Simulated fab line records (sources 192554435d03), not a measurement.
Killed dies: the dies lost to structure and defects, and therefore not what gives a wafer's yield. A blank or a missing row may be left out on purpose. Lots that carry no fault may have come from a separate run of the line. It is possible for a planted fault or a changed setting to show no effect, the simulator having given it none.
Chamber matching + flow n5 finfet + 4 sister chambers for N5_BEOL_M5_ALD_86 on ald metal-04
The step deposits TaN, pulse time 2 s, purge time 3 s, co reactant purge time 2 s. 8 wafers are shown with their chamber, then 8 later ones without.

## EACH WAFER AND ITS CHAMBER
| wafer  | chamber | heater power w (W) | precursor vessel pressure torr (Torr) |
|--------|---------|--------------------|---------------------------------------|
| L076.1 | 0       | 368                | 26.20                                 |
| L076.4 | 1       | 433                | 26.21                                 |
| L079.3 | 2       | 370                | 26.25                                 |
| L079.5 | 2       | 377                | 26.24                                 |
| L079.6 | 1       | 447                | 26.27                                 |
| L083.4 | 0       | 377                | 26.24                                 |
| L083.6 | 3       | 434                | 26.20                                 |
| L088.2 | 3       | 428                | 26.23                                 |

## WAFERS WHOSE CHAMBER IS MISSING
| wafer  | heater power w (W) | precursor vessel pressure torr (Torr) |
|--------|--------------------|---------------------------------------|
| L088.4 | 449                | 26.34                                 |
| L088.5 | 370                | 26.33                                 |
| L095.1 | 375                | 26.26                                 |
| L095.2 | 436                | 26.33                                 |
| L095.4 | 436                | 26.20                                 |
| L094.1 | 372                | 26.25                                 |
| L094.4 | 374                | 26.17                                 |
| L094.5 | 373                | 26.20                                 |

## THE CHAMBER EACH PASSED THROUGH
| wafer  | from the rows above     | in truth |
|--------|-------------------------|----------|
| L088.4 | can't be placed: 1 or 3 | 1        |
| L088.5 | can't be placed: 2 or 0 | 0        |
| L095.1 | can't be placed: 2 or 0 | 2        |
| L095.2 | can't be placed: 1 or 3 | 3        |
| L095.4 | can't be placed: 3 or 1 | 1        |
| L094.1 | can't be placed: 2 or 0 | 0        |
| L094.4 | can't be placed: 0 or 2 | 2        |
| L094.5 | can't be placed: 0 or 2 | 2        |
Correct placement for 0 of the 8. Can't be placed from these rows: 8 (the true chamber is among the candidates in 8). Number placed wrongly: 0.
How it was worked out, from the rows above alone: a wafer's distance from a chamber is the root of the sum, over the readings, of the square of ((its reading less the chamber's mean) divided by the reading's scatter). If the next closest chamber is less than 2 further off than the closest, the wafer can't be placed; otherwise it belongs to the closest. Each chamber's mean is taken over the wafers shown for it. How the scatter is found: for the shown wafers, subtract from each reading the mean of its chamber, square and add these, divide the total by (wafers less chambers), then take the root.
